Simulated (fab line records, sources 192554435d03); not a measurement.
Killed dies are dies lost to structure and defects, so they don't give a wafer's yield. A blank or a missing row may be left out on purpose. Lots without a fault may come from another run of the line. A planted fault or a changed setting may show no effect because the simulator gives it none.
fab line records | flow n5_finfet
record lots=24 wafers=72 last_day=17
route steps=1938 shown SD_EPI_P@308 SD_ACTIVATION@331 ILD0@340
lots that met no fault: from a run of the same line without faults
start_h: hours from the record's first day to the start of the lot's first wafer shown | wait_h: hours since the lot's step before | " the same as in the row above | L1.1+2: a row that stands for several wafers | - no value, or no start given | * or withheld: withheld | < > ~ a bound
route shown NAME@n: a module of which the file shows steps, and the number in the route of the first | usual: mean/standard deviation of fault-free wafers | same: alike in all rows | chamber/n: place in a boat | sites: the reading at each site | _std_site: their standard deviation | _edge_site: outer sites' mean less inner sites' | radius_mm: how far each site lies from the wafer's centre | mask NAME#n: copy n | behind: the tool/chamber that last shaped the wafer | hold: why the lot was held/for how many hours/how that ended | device: the transistor (n, p or np) that didn't switch | end of line: the same wafers' tests at the end of the route | a step without rows: its recipe alone | killed: dies lost to structure and defects at the first sort, not the wafer's yield | map: a wafer's dies, x killed, . not, _ none there
set.NAME: the setting as run; set.NAME@STEP: as run at that earlier step | model.NAME: the simulator's own value behind a step, which no gauge read
steps of the route over a sample of lots; a table a step, a row a wafer
services: from which hour (start_h, from the record's first day; less than 0 if before it) a tool's chamber was out of use, for how many hours, and why
## steps
# step N5_SD_EPI_P_ETCH_37
# recipe chemistry=N2/H2 target=SOC overetch_a=1080 mask_material=SiARC temp_c=40 ion_energy_ev=100 source_w=3000 bias_w=133 pressure_mtorr=20 time_s=486 n2_flow_sccm=200 h2_flow_sccm=200 ends=end_point
# usual drypump_motor_current_A=5.9/0.4 oes_product_au=0.69/0.068 rf_vpp_V=241.2/1.2 showerhead_plenum_p_Torr=2.57/0.08 throttle_valve_pct=24.0/0.47
# columns lot.wafer tool chamber start_h wait_h drypump_motor_current_A oes_product_au rf_hours_counter_h rf_vpp_V showerhead_plenum_p_Torr throttle_valve_pct
L074.2 rie_diel-03 2 54.11 0.0 6.4 0.69 128 242.0 2.53 23.4
L074.3 " 1 " " 5.7 0.68 135 240.4 2.53 24.1
L074.5 " 1 " " 5.7 0.68 - 241.5 2.53 24.1
L075.1 rie_diel-03 2 60.10 0.0 6.4 0.68 131 241.1 2.53 23.4
L075.3 " 0 " " 6.1 0.70 126 242.8 2.64 23.2
L075.5 " 0 " " 6.1 0.71 - 241.7 2.64 23.2
L076.1 rie_diel-01 0 65.62 0.0 5.1 0.68 140 242.1 2.65 23.7
L076.3 " 3 " " 6.4 0.63 217 240.3 2.51 23.7
L076.5 " 1 " " 5.6 0.64 - 240.1 2.51 23.9
L077.1 rie_diel-01 1 72.50 0.0 5.7 0.63 213 240.4 2.51 23.8
L077.3 " 0 " " 5.2 0.68 141 242.1 2.65 23.7
L077.6 " 0 " " 5.1 0.67 - 242.6 2.65 23.7
L078.1 rie_diel-02 2 79.18 0.0 6.0 0.69 146 242.4 2.66 24.3
L078.3 " 0 " " 6.0 0.63 213 240.8 2.64 24.3
L078.6 " 2 " " 6.0 0.69 - 241.8 2.66 24.3
L079.1 rie_diel-01 1 85.69 0.0 5.6 0.63 217 240.6 2.51 23.8
L079.3 " 0 " " 5.1 0.68 146 241.2 2.65 23.7
L079.6 " 2 " " 5.4 0.81 - 241.3 2.60 24.7
L080.1 rie_diel-03 3 93.75 0.0 6.6 0.87 8 243.1 2.70 23.5
L080.3 " 2 " " 6.4 0.68 140 240.4 2.52 23.4
L080.5 " 2 " " 6.4 0.67 - 240.4 2.52 23.4
L081.2 rie_diel-03 2 97.09 0.0 6.4 0.67 142 240.9 2.52 23.4
L081.3 " 1 " " 5.7 0.67 149 240.9 2.53 24.1
L081.5 " 3 " " 6.6 0.85 - 243.2 2.70 23.5
L082.1 rie_diel-01 1 104.61 0.0 5.7 0.63 225 240.0 2.51 23.9
L082.2 " 0 " " 5.1 0.67 154 242.6 2.65 23.7
L082.3 " 3 " " 6.3 0.63 219 240.9 2.51 23.7
L083.2 rie_diel-02 1 109.54 0.0 5.7 0.66 168 239.2 2.42 24.1
L083.4 " 3 " " 5.8 0.63 187 241.9 2.51 24.6
L083.5 " 1 " " 5.7 0.66 - 239.8 2.42 24.1
L084.2 rie_diel-01 3 113.36 0.0 6.4 0.63 222 241.5 2.50 23.7
L084.3 " 2 " " 5.4 0.80 42 241.1 2.60 24.7
L084.5 " 1 " " 5.6 0.62 - 239.8 2.51 23.9
L085.3 rie_diel-03 1 120.88 0.0 5.7 0.67 156 240.2 2.52 24.2
L085.4 " 3 " " 6.6 0.84 16 240.9 2.70 23.5
L085.6 " 3 " " 6.6 0.83 - 243.2 2.70 23.5
L086.1 rie_diel-03 2 125.74 0.0 6.4 0.67 152 239.9 2.52 23.4
L086.3 " 3 " " 6.6 0.83 18 242.1 2.70 23.5
L086.4 " 0 " " 6.1 0.69 146 241.9 2.64 23.2
L087.1 rie_diel-01 2 131.38 0.0 5.5 0.78 48 240.9 2.60 24.7
L087.3 " 1 " " 5.6 0.63 234 240.3 2.50 23.9
L087.6 " 2 " " 5.4 0.79 - 241.2 2.60 24.7
L088.1 rie_diel-01 2 137.83 0.0 5.4 0.79 50 242.7 2.60 24.7
L088.3 " 1 " " 5.6 0.61 236 240.0 2.50 23.9
L088.5 " 2 " " 5.4 0.78 - 242.5 2.60 24.7
L089.4 rie_diel-03 1 144.07 0.0 5.7 0.66 162 238.9 2.52 24.2
L089.5 " 1 " " 5.7 0.66 - 240.1 2.52 24.2
L089.6 " 0 " " 6.1 0.69 - 242.9 2.63 23.3
L090.1 rie_diel-02 3 149.48 0.0 5.7 0.62 199 240.5 2.51 24.6
L090.2 " 0 " " 5.9 0.62 234 241.0 2.63 24.4
L090.5 " 1 " " 5.7 0.66 - 240.2 2.41 24.1
L091.2 rie_diel-01 0 157.12 0.0 5.1 0.66 167 240.9 2.64 23.8
L091.3 " 2 " " 5.4 0.77 55 242.3 2.59 24.7
L091.4 " 1 " " 5.6 0.62 241 240.8 2.50 23.9
L092.2 rie_diel-03 0 162.60 0.0 6.1 0.68 156 241.9 2.63 23.3
L092.5 " 1 " " 5.7 0.66 - 240.8 2.52 24.2
L092.6 " 0 " " 6.1 0.68 - 241.5 2.63 23.3
L093.2 rie_diel-02 0 169.56 0.0 6.0 0.61 240 240.4 2.62 24.3
L093.4 " 2 " " 6.0 0.66 173 242.7 2.65 24.3
L093.5 " 2 " " 6.0 0.67 - 241.7 2.65 24.3
L094.1 rie_diel-02 0 173.82 0.0 6.0 0.61 242 242.6 2.62 24.3
L094.4 " 2 " " 6.0 0.66 175 240.3 2.65 24.3
L094.6 " 1 " " 5.7 0.65 - 238.6 2.41 24.1
L095.1 rie_diel-02 0 179.04 0.0 5.9 0.61 243 241.2 2.62 24.4
L095.3 " 2 " " 6.0 0.66 177 242.1 2.65 24.3
L095.4 " 1 " " 5.7 0.65 190 239.0 2.41 24.1
L096.1 rie_diel-03 0 192.38 0.0 6.1 0.67 164 242.0 2.63 23.3
L096.3 " 2 " " 6.4 0.65 171 239.8 2.51 23.4
L096.4 " 1 " " 5.7 0.65 175 240.8 2.52 24.2
L097.2 rie_diel-02 3 198.27 0.0 5.8 0.61 215 239.4 2.50 24.6
L097.5 " 0 " " 5.9 0.62 - 241.2 2.62 24.4
L097.6 " 3 " " 5.8 0.61 - 239.6 2.50 24.6
# step N5_SD_EPI_P_ETCH_16
# recipe chemistry=CHF3/O2 target=SiO2 target_depth_a=50 mask_material=SOC pressure_mtorr=30 source_w=650 bias_w=170 Ar_flow_sccm=200 CHF3_flow_sccm=50 O2_flow_sccm=5 ion_energy_ev=200
# usual O2_flow_sccm=5.001/0.014 drypump_motor_current_A=5.9/0.4 oes_f_703_au=0.77/0.071 oes_product_au=0.76/0.078 rf_vpp_V=520/17 showerhead_plenum_p_Torr=2.44/0.07 throttle_valve_pct=18.92/0.2
# columns lot.wafer tool chamber start_h wait_h O2_flow_sccm drypump_motor_current_A oes_f_703_au oes_product_au rf_hours_counter_h rf_vpp_V showerhead_plenum_p_Torr throttle_valve_pct
L074.2 rie_diel-03 2 54.63 0.1 5.011 6.4 0.77 0.77 129 531 2.42 18.82
L074.3 " 1 " " 5.012 5.7 0.76 0.76 135 515 2.40 19.07
L074.5 " 1 " " 4.987 5.7 0.76 0.75 - 513 2.40 19.06
L075.1 rie_diel-03 2 60.62 0.1 5.014 6.4 0.76 0.75 131 534 2.42 18.85
L075.3 " 0 " " 4.990 6.1 0.78 0.77 126 508 2.50 18.61
L075.5 " 0 " " 4.984 6.1 0.78 0.77 - 508 2.50 18.63
L076.1 rie_diel-01 0 66.14 0.1 5.018 5.2 0.80 0.77 140 511 2.52 18.82
L076.3 " 3 " " 5.038 6.4 0.69 0.68 217 519 2.37 18.92
L076.5 " 1 " " 5.002 5.6 0.75 0.69 - 489 2.38 18.74
L077.1 rie_diel-01 1 73.03 0.1 4.997 5.7 0.75 0.69 213 490 2.38 18.73
L077.3 " 0 " " 4.995 5.1 0.79 0.78 142 512 2.52 18.82
L077.6 " 0 " " 4.979 5.1 0.79 0.77 - 510 2.52 18.82
L078.1 rie_diel-02 2 79.70 0.1 5.013 6.0 0.77 0.78 146 522 2.52 19.00
L078.3 " 0 " " 4.993 6.0 0.73 0.72 213 551 2.46 18.96
L078.6 " 2 " " 5.002 6.0 0.77 0.77 - 520 2.52 19.00
L079.1 rie_diel-01 1 86.22 0.1 5.006 5.6 0.74 0.68 218 491 2.38 18.74
L079.3 " 0 " " 4.978 5.1 0.79 0.76 146 511 2.52 18.84
L079.6 " 2 " " 5.009 5.4 0.91 0.92 - 539 2.44 18.99
L080.1 rie_diel-03 3 94.28 0.1 4.996 6.6 0.94 0.96 8 528 2.56 18.62
L080.3 " 2 " " 4.978 6.4 0.76 0.75 141 533 2.41 18.84
L080.5 " 2 " " 4.975 6.4 0.76 0.76 - 534 2.41 18.84
L081.2 rie_diel-03 2 97.61 0.1 4.997 6.4 0.76 0.75 142 534 2.41 18.83
L081.3 " 1 " " 5.000 5.7 0.75 0.75 149 513 2.39 19.10
L081.5 " 3 " " 4.998 6.6 0.94 0.94 - 528 2.56 18.65
L082.1 rie_diel-01 1 105.13 0.1 5.018 5.7 0.74 0.67 225 490 2.37 18.75
L082.2 " 0 " " 5.017 5.1 0.78 0.76 154 511 2.51 18.85
L082.3 " 3 " " 5.011 6.3 0.69 0.68 219 521 2.37 18.93
L083.2 rie_diel-02 1 110.06 0.1 5.034 5.7 0.76 0.72 169 500 2.31 19.13
L083.4 " 3 " " 5.005 5.8 0.69 0.71 187 547 2.39 19.31
L083.5 " 1 " " 5.011 5.7 0.76 0.73 - 498 2.31 19.12
L084.2 rie_diel-01 3 113.89 0.1 4.992 6.3 0.69 0.69 222 519 2.37 18.92
L084.3 " 2 " " 4.985 5.4 0.90 0.89 42 539 2.44 19.01
L084.5 " 1 " " 4.981 5.6 0.73 0.67 - 490 2.37 18.76
L085.3 rie_diel-03 1 121.41 0.1 5.015 5.7 0.74 0.73 157 514 2.39 19.10
L085.4 " 3 " " 4.972 6.6 0.92 0.92 17 526 2.56 18.64
L085.6 " 3 " " 4.996 6.6 0.92 0.93 - 527 2.56 18.64
L086.1 rie_diel-03 2 126.27 0.1 4.985 6.4 0.75 0.75 152 531 2.41 18.87
L086.3 " 3 " " 4.989 6.6 0.92 0.91 19 527 2.56 18.64
L086.4 " 0 " " 4.997 6.1 0.75 0.76 146 508 2.50 18.65
L087.1 rie_diel-01 2 131.90 0.1 5.001 5.4 0.88 0.89 48 536 2.44 19.01
L087.3 " 1 " " 5.011 5.7 0.73 0.68 234 489 2.37 18.78
L087.6 " 2 " " 4.973 5.4 0.88 0.90 - 538 2.44 19.02
L088.1 rie_diel-01 2 138.36 0.1 4.987 5.4 0.88 0.90 50 538 2.44 19.02
L088.3 " 1 " " 5.009 5.6 0.73 0.67 236 489 2.37 18.75
L088.5 " 2 " " 4.990 5.4 0.88 0.89 - 536 2.44 19.00
L089.4 rie_diel-03 1 144.59 0.1 5.002 5.7 0.74 0.72 162 514 2.39 19.12
L089.5 " 1 " " 4.993 5.7 0.74 0.74 - 513 2.39 19.11
L089.6 " 0 " " 4.996 6.1 0.76 0.75 - 509 2.49 18.69
L090.1 rie_diel-02 3 150.00 0.1 5.002 5.7 0.68 0.69 199 547 2.38 19.33
L090.2 " 0 " " 4.978 6.0 0.72 0.70 234 548 2.45 18.99
L090.5 " 1 " " 4.996 5.7 0.75 0.71 - 500 2.31 19.14
L091.2 rie_diel-01 0 157.65 0.1 5.031 5.1 0.77 0.74 168 512 2.51 18.87
L091.3 " 2 " " 4.988 5.4 0.87 0.86 56 536 2.43 19.03
L091.4 " 1 " " 4.990 5.6 0.73 0.67 241 488 2.37 18.79
L092.2 rie_diel-03 0 163.12 0.1 4.988 6.1 0.75 0.75 157 508 2.49 18.69
L092.5 " 1 " " 4.988 5.7 0.73 0.72 - 514 2.39 19.14
L092.6 " 0 " " 4.979 6.1 0.76 0.75 - 507 2.49 18.69
L093.2 rie_diel-02 0 170.08 0.1 4.979 5.9 0.71 0.70 240 549 2.45 18.98
L093.4 " 2 " " 5.006 6.0 0.74 0.76 174 520 2.51 19.06
L093.5 " 2 " " 4.997 6.0 0.74 0.75 - 522 2.51 19.03
L094.1 rie_diel-02 0 174.35 0.1 5.002 6.0 0.72 0.69 242 548 2.44 19.02
L094.4 " 2 " " 5.028 6.0 0.74 0.74 175 521 2.51 19.04
L094.6 " 1 " " 4.994 5.7 0.74 0.70 - 498 2.31 19.16
L095.1 rie_diel-02 0 179.57 0.1 4.981 5.9 0.71 0.70 244 551 2.44 19.00
L095.3 " 2 " " 5.011 6.0 0.74 0.75 177 521 2.50 19.05
L095.4 " 1 " " 5.008 5.7 0.74 0.71 191 498 2.31 19.17
L096.1 rie_diel-03 0 192.90 0.1 5.012 6.1 0.75 0.74 165 508 2.49 18.70
L096.3 " 2 " " 5.031 6.4 0.74 0.73 171 532 2.40 18.88
L096.4 " 1 " " 5.016 5.7 0.73 0.72 175 512 2.38 19.12
L097.2 rie_diel-02 3 198.80 0.1 4.990 5.7 0.67 0.70 215 547 2.37 19.35
L097.5 " 0 " " 5.003 5.9 0.70 0.69 - 549 2.44 19.01
L097.6 " 3 " " 5.004 5.7 0.67 0.69 - 546 2.37 19.35
# step N5_SD_ACTIVATION_LSA_01
# recipe temp_c=1080 time_s=0.0008 ambient=N2
# usual wafer_temp_C_max=1084.0/0.85
# columns lot.wafer tool chamber start_h wait_h wafer_temp_C_max
L074.2 laser_anneal-01 0 59.97 0.2 1083.4
L074.3 " 0 " " 1084.2
L074.5 " 0 " " 1084.8
L075.1 laser_anneal-02 0 63.98 0.2 1082.5
L075.3 " 0 " " 1084.3
L075.5 " 0 " " 1083.5
L076.1 laser_anneal-01 0 69.48 0.2 1083.7
L076.3 " 0 " " 1084.8
L076.5 " 0 " " 1084.0
L077.1 laser_anneal-02 0 76.41 0.2 1083.7
L077.3 " 0 " " 1085.3
L077.6 " 0 " " 1085.1
L078.1 laser_anneal-01 0 83.22 0.3 1083.9
L078.3 " 0 " " 1084.8
L078.6 " 0 " " 1083.8
L079.1 laser_anneal-02 0 89.62 0.2 1083.9
L079.3 " 0 " " 1083.1
L079.6 " 0 " " 1084.1
L080.1 laser_anneal-01 0 97.69 0.2 1084.7
L080.3 " 0 " " 1083.8
L080.5 " 0 " " 1082.8
L081.2 laser_anneal-02 0 100.98 0.2 1084.9
L081.3 " 0 " " 1084.5
L081.5 " 0 " " 1082.4
L082.1 laser_anneal-01 0 108.48 0.2 1083.0
L082.2 " 0 " " 1084.7
L082.3 " 0 " " 1084.4
L083.2 laser_anneal-02 0 113.66 0.2 1086.0
L083.4 " 0 " " 1084.0
L083.5 " 0 " " 1082.5
L084.2 laser_anneal-01 0 117.30 0.2 1083.4
L084.3 " 0 " " 1083.1
L084.5 " 0 " " 1083.3
L085.3 laser_anneal-02 0 124.80 0.2 1084.7
L085.4 " 0 " " 1084.4
L085.6 " 0 " " 1084.6
L086.1 laser_anneal-01 0 129.60 0.2 1084.4
L086.3 " 0 " " 1084.2
L086.4 " 0 " " 1083.4
L087.1 laser_anneal-02 0 135.28 0.2 1084.1
L087.3 " 0 " " 1085.1
L087.6 " 0 " " 1082.3
L088.1 laser_anneal-01 0 141.71 0.2 1083.8
L088.3 " 0 " " 1084.8
L088.5 " 0 " " 1082.3
L089.4 laser_anneal-02 0 148.09 0.2 1085.2
L089.5 " 0 " " 1084.1
L089.6 " 0 " " 1084.5
L090.1 laser_anneal-01 0 153.35 0.2 1084.1
L090.2 " 0 " " 1084.0
L090.5 " 0 " " 1085.6
L091.2 laser_anneal-02 0 161.07 0.2 1084.6
L091.3 " 0 " " 1083.7
L091.4 " 0 " " 1084.5
L092.2 laser_anneal-01 0 166.51 0.2 1082.6
L092.5 " 0 " " 1083.1
L092.6 " 0 " " 1083.3
L093.2 laser_anneal-02 0 174.63 0.3 1084.3
L093.4 " 0 " " 1083.2
L093.5 " 0 " " 1083.7
L094.1 laser_anneal-01 0 178.53 0.2 1082.2
L094.4 " 0 " " 1083.2
L094.6 " 0 " " 1082.9
L095.1 laser_anneal-02 0 182.91 0.2 1083.9
L095.3 " 0 " " 1083.8
L095.4 " 0 " " 1084.1
L096.1 laser_anneal-01 0 197.10 0.2 1083.4
L096.3 " 0 " " 1082.8
L096.4 " 0 " " 1083.3
L097.2 laser_anneal-02 0 203.18 0.2 1082.0
L097.5 " 0 " " 1082.4
L097.6 " 0 " " 1083.6
# step N5_SD_ACTIVATION_RS_MEAS_03
# recipe thk_meas_gauge=four-point-probe
# usual RS_SD_N=21.92/0.28 RS_SD_P=56.1/0.97
# columns lot.wafer tool chamber start_h wait_h RS_SD_N[ohm/sq] RS_SD_P[ohm/sq]
L074.2 film_metro-01 - 60.16 0.2 21.54 54.8
L074.3 " - " " 21.79 55.0
L074.5 " - " " 21.71 55.8
L075.1 film_metro-02 - 64.18 0.2 22.00 56.9
L075.3 " - " " 22.04 55.9
L075.5 " - " " 21.57 55.7
L076.1 film_metro-02 - 69.69 0.2 21.20 55.2
L076.3 " - " " 21.75 55.8
L076.5 " - " " 21.22 54.6
L077.1 film_metro-02 - 76.61 0.2 21.81 56.5
L077.3 " - " " 21.66 57.0
L077.6 " - " " 21.77 57.5
L078.1 film_metro-02 - 83.43 0.2 21.97 56.5
L078.3 " - " " 21.96 56.8
L078.6 " - " " 21.83 56.0
L079.1 film_metro-01 - 89.82 0.2 22.39 55.0
L079.3 " - " " 21.99 55.5
L079.6 " - " " 21.69 55.9
L080.1 film_metro-01 - 97.89 0.2 21.97 54.7
L080.3 " - " " 21.50 55.8
L080.5 " - " " 21.91 55.1
L081.2 film_metro-01 - 101.17 0.2 21.82 56.8
L081.3 " - " " 21.73 56.7
L081.5 " - " " 21.96 57.1
L082.1 film_metro-02 - 108.68 0.2 21.76 56.1
L082.2 " - " " 21.67 55.9
L082.3 " - " " 21.74 56.5
L083.2 film_metro-01 - 113.86 0.2 21.63 58.0
L083.4 " - " " 21.45 57.2
L083.5 " - " " 21.73 57.8
L084.2 film_metro-02 - 117.49 0.2 21.85 55.9
L084.3 " - " " 22.18 55.6
L084.5 " - " " 21.95 55.8
L085.3 film_metro-02 - 124.98 0.2 22.26 55.3
L085.4 " - " " 22.20 56.1
L085.6 " - " " 22.13 56.6
L086.1 film_metro-01 - 129.80 0.2 21.89 56.0
L086.3 " - " " 22.50 55.4
L086.4 " - " " 22.19 55.1
L087.1 film_metro-01 - 135.48 0.2 22.12 56.5
L087.3 " - " " 22.02 56.9
L087.6 " - " " 21.77 56.4
L088.1 film_metro-02 - 141.93 0.2 21.94 56.9
L088.3 " - " " 21.96 57.1
L088.5 " - " " 22.08 56.8
L089.4 film_metro-02 - 148.26 0.1 22.30 55.3
L089.5 " - " " 22.45 56.0
L089.6 " - " " 22.37 55.6
L090.1 film_metro-02 - 153.57 0.2 22.20 58.1
L090.2 " - " " 22.28 59.0
L090.5 " - " " 22.40 58.8
L091.2 film_metro-02 - 161.28 0.2 22.16 55.0
L091.3 " - " " 22.22 55.8
L091.4 " - " " 21.86 55.7
L092.2 film_metro-02 - 166.70 0.2 21.33 56.3
L092.5 " - " " 21.70 57.8
L092.6 " - " " 21.72 55.8
L093.2 film_metro-02 - 174.84 0.2 22.06 56.1
L093.4 " - " " 22.25 55.7
L093.5 " - " " 22.18 56.7
L094.1 film_metro-02 - 178.74 0.2 22.08 55.8
L094.4 " - " " 22.27 56.4
L094.6 " - " " 22.00 55.3
L095.1 film_metro-02 - 183.11 0.2 21.78 56.0
L095.3 " - " " 21.84 54.9
L095.4 " - " " 21.78 55.1
L096.1 film_metro-01 - 197.31 0.2 22.37 55.9
L096.3 " - " " 21.68 54.7
L096.4 " - " " 22.31 56.0
L097.2 film_metro-02 - 203.37 0.2 21.77 55.4
L097.5 " - " " 21.86 55.0
L097.6 " - " " 21.42 54.8
# step N5_ILD0_CMP_07
# recipe stop_on=poly-Si material=SiO2_flowable t_overpolish_s=1.18 post_cmp_clean=alkaline_brush down_force_psi=4.1491 platen_rpm=51.796 pad_velocity_m_s=1.0306 target_thk_nm=138.88
# usual motor_current_A=12.0/1 pad_life_wafers=1118/440 slurry_flow_ml_min=150.0/0.47
# columns lot.wafer tool chamber start_h wait_h motor_current_A pad_life_wafers slurry_flow_ml_min
L074.3 cmp-02 2 63.31 0.1 11.5 470 149.9
L074.2 " 3 " " 12.3 471 150.3
L074.5 " 1 " " 12.1 - 150.8
L075.3 cmp-02 1 67.39 0.0 12.7 522 149.4
L075.1 " 2 " " 11.1 523 150.0
L075.5 " 2 " " 11.5 - 149.7
L076.1 cmp-01 3 72.81 0.1 11.8 1412 150.2
L076.3 " 0 " " 11.1 1413 150.2
L076.5 " 1 " " 13.1 - 149.4
L077.3 cmp-01 1 79.69 0.1 13.4 1465 149.8
L077.1 " 2 " " 10.5 1466 149.2
L077.6 " 1 " " 13.2 - 150.3
L078.3 cmp-02 3 86.52 0.1 12.2 715 149.9
L078.1 " 1 " " 12.2 717 149.0
L078.6 " 2 " " 10.9 - 149.8
L079.3 cmp-01 3 94.27 0.1 11.6 1598 149.7
L079.1 " 0 " " 11.9 1599 149.5
L079.6 " 1 " " 13.3 - 149.3
L080.3 cmp-02 2 100.94 0.0 10.9 780 150.3
L080.1 " 1 " " 12.6 783 150.5
L080.5 " 3 " " 12.1 - 150.1
L081.3 cmp-01 2 104.20 0.0 10.3 1674 149.4
L081.2 " 1 " " 13.4 1677 150.7
L081.5 " 2 " " 10.0 - 149.8
L082.2 cmp-02 1 111.76 0.1 12.6 877 150.8
L082.3 " 2 " " 11.4 878 150.8
L082.1 " 3 " " 12.3 879 149.7
L083.2 cmp-02 0 118.69 0.1 11.7 966 151.2
L083.4 " 1 " " 12.3 967 149.3
L083.5 " 1 " " 11.9 - 150.0
L084.2 cmp-02 3 120.53 0.0 12.0 978 149.9
L084.3 " 2 " " 11.1 981 150.0
L084.5 " 3 " " 11.7 - 149.5
L085.3 cmp-04 0 128.47 0.0 10.5 816 149.4
L085.4 " 3 " " 12.6 819 150.1
L085.6 " 0 " " 10.6 - 149.7
L086.1 cmp-04 0 132.94 0.1 10.2 858 149.2
L086.4 " 2 " " 13.2 860 149.9
L086.3 " 3 " " 13.2 861 150.9
L087.1 cmp-04 2 138.69 0.2 13.3 924 150.3
L087.3 " 3 " " 12.4 925 149.7
L087.6 " 2 " " 13.7 - 150.5
L088.1 cmp-02 1 145.14 0.0 12.1 1236 149.5
L088.3 " 2 " " 11.4 1237 149.5
L088.5 " 1 " " 12.2 - 149.9
L089.4 cmp-02 3 151.33 0.1 11.8 1292 150.9
L089.5 " 1 " " 12.6 - 149.6
L089.6 " 2 " " 11.4 - 150.8
L090.1 cmp-02 1 156.82 0.0 12.9 1326 149.7
L090.2 " 0 " " 11.3 1329 150.3
L090.5 " 2 " " 10.8 - 149.6
L091.4 cmp-01 0 164.37 0.1 11.6 1885 150.3
L091.2 " 1 " " 13.9 1886 149.7
L091.3 " 2 " " 10.4 1887 149.6
L092.2 cmp-02 3 169.77 0.1 11.8 1423 149.2
L092.5 " 2 " " 11.2 - 150.5
L092.6 " 3 " " 11.6 - 149.7
L093.2 cmp-04 2 178.24 0.0 13.7 1254 149.9
L093.4 " 1 " " 13.7 1257 150.6
L093.5 " 2 " " 13.1 - 150.0
L094.4 cmp-04 2 182.20 0.0 12.9 1290 150.2
L094.1 " 1 " " 14.4 1293 150.0
L094.6 " 2 " " 13.5 - 149.8
L095.3 cmp-04 2 186.17 0.0 13.6 1314 150.2
L095.4 " 3 " " 13.0 1315 149.9
L095.1 " 1 " " 13.5 1317 149.6
L096.4 cmp-01 0 200.55 0.2 11.1 0 150.0
L096.3 " 1 " " 14.1 1 150.1
L096.1 " 2 " " 10.3 2 150.6
L097.2 cmp-02 2 206.91 0.1 10.7 1731 150.2
L097.5 " 3 " " 11.6 - 149.6
L097.6 " 0 " " 11.1 - 150.2
# step N5_ILD0_ALD_15
# recipe material=SiNx target_thk_a=240 temp_c=400 ald_precursor_family=SiH2I2 ald_co_reactant=N2/H2-plasma pulse_time_s=1 ald_cycles=480 purge_time_s=2 co_reactant_purge_time_s=2 pressure_torr=2
# usual heater_power_w=862/120 precursor_pulse_height_rel=1.002/0.02
# columns lot.wafer tool chamber start_h wait_h heater_power_w precursor_pulse_height_rel since_wet_clean_h
L074.2 ald_sin-01 3 64.39 0.6 903 1.001 344
L074.3 " 1 " " 767 1.017 344
L074.5 " 3 65.47 1.4 901 0.975 -
L075.1 ald_sin-02 0 68.40 0.6 927 1.011 166
L075.3 " 2 " " 768 0.978 166
L075.5 " 0 69.49 1.2 989 1.031 -
L076.1 ald_sin-03 2 73.74 0.6 819 0.974 263
L076.3 " 0 " " 766 1.014 263
L076.5 " 0 74.83 1.2 796 1.013 -
L077.1 ald_sin-02 1 80.89 0.8 1115 0.977 179
L077.3 " 2 " " 786 0.970 179
L077.6 " 3 81.97 1.3 834 1.005 -
L078.1 ald_sin-02 3 88.19 1.2 840 0.992 186
L078.3 " 2 " " 779 1.025 186
L078.6 " 3 89.28 1.1 840 1.001 -
L079.1 ald_sin-03 0 95.21 0.6 798 1.014 285
L079.3 " 3 " " 772 1.000 285
L079.6 " 1 96.29 1.1 767 1.005 -
L080.1 ald_sin-02 3 101.95 0.6 836 0.998 200
L080.3 " 1 " " 1143 1.047 200
L080.5 " 2 103.04 1.2 780 1.037 -
L081.2 ald_sin-02 0 105.22 0.5 988 1.026 203
L081.3 " 2 " " 782 1.007 203
L081.5 " 2 106.30 1.2 794 0.968 -
L082.1 ald_sin-02 1 112.93 0.8 1118 1.039 211
L082.2 " 2 " " 799 0.983 211
L082.3 " 2 114.02 1.6 791 1.017 -
L083.2 ald_sin-01 2 119.71 0.5 791 0.980 21
L083.4 " 0 " " 790 0.992 21
L083.5 " 1 120.79 1.2 792 1.021 -
L084.2 ald_sin-03 2 121.73 0.6 832 1.011 311
L084.3 " 3 " " 773 0.994 311
L084.5 " 1 122.81 1.4 758 0.979 -
L085.3 ald_sin-02 1 129.48 0.4 1112 1.002 227
L085.4 " 2 130.56 1.3 775 1.023 -
L085.6 " 1 " " 1106 0.981 -
L086.1 ald_sin-01 0 133.95 0.6 783 0.998 35
L086.3 " 1 " " 777 1.010 35
L086.4 " 2 " " 794 0.955 35
L087.1 ald_sin-01 3 139.74 0.6 847 1.010 41
L087.3 " 0 " " 791 0.989 41
L087.6 " 0 140.83 1.2 786 1.015 -
L088.1 ald_sin-03 0 146.15 0.6 788 1.004 336
L088.3 " 3 " " 771 1.042 336
L088.5 " 3 147.24 1.2 786 0.975 -
L089.4 ald_sin-02 0 152.69 0.7 953 0.976 250
L089.5 " 0 153.78 1.6 947 1.023 -
L089.6 " 3 " " 833 0.971 -
L090.1 ald_sin-02 2 157.84 0.6 778 1.004 256
L090.2 " 3 " " 846 0.983 256
L090.5 " 1 158.93 1.2 1164 0.990 -
L091.2 ald_sin-03 3 165.34 0.5 768 1.022 355
L091.3 " 1 " " 789 1.010 355
L091.4 " 0 " " 779 0.987 355
L092.2 ald_sin-03 1 170.74 0.5 763 0.977 360
L092.5 " 2 171.83 1.2 825 1.003 -
L092.6 " 3 " " 793 0.998 -
L093.2 ald_sin-01 3 179.91 1.1 847 0.984 81
L093.4 " 2 " " 802 1.000 81
L093.5 " 2 180.99 1.9 791 0.967 -
L094.1 ald_sin-02 1 183.22 0.6 1165 1.004 281
L094.4 " 3 " " 856 0.986 281
L094.6 " 0 184.30 1.1 954 0.991 -
L095.1 ald_sin-02 1 187.18 0.6 1163 1.001 285
L095.3 " 2 " " 791 1.003 285
L095.4 " 3 " " 829 1.019 285
L096.1 ald_sin-02 1 201.56 0.6 1138 0.974 299
L096.3 " 3 " " 853 1.020 299
L096.4 " 0 " " 972 1.015 299
L097.2 ald_sin-01 2 207.81 0.5 812 1.025 109
L097.5 " 0 208.89 1.2 781 1.035 -
L097.6 " 3 " " 839 0.985 -
## services
# columns tool chamber start_h hours kind
laser_anneal-02 - 30.84 2.1 repair
cmp-04 - 33.62 4.0 pm
ald_sin-01 2 37.37 2.8 repair
cmp-01 - 37.72 3.6 pm
ald_sin-01 2 44.21 14.3 repair
ald_sin-02 0 48.26 1.7 repair
rie_diel-01 1 50.76 6.3 repair
laser_anneal-01 - 51.49 1.4 repair
cmp-01 - 54.28 15.0 repair
ald_sin-02 - 54.31 6.1 pm
laser_anneal-02 - 65.93 1.9 pm
ald_sin-02 3 69.88 3.5 repair
rie_diel-01 3 70.53 31.2 repair
cmp-02 - 88.35 3.7 repair
ald_sin-02 3 95.33 2.5 repair
laser_anneal-02 - 128.37 0.8 repair
laser_anneal-01 - 134.27 1.9 pm
laser_anneal-01 - 137.68 3.8 repair
rie_diel-01 0 140.58 7.1 repair
rie_diel-01 - 143.86 3.3 repair
rie_diel-03 1 147.36 3.3 repair
rie_diel-03 - 160.73 0.5 repair
rie_diel-03 - 198.08 1.1 repair
rie_diel-03 - 199.54 2.6 repair
## key
fault none
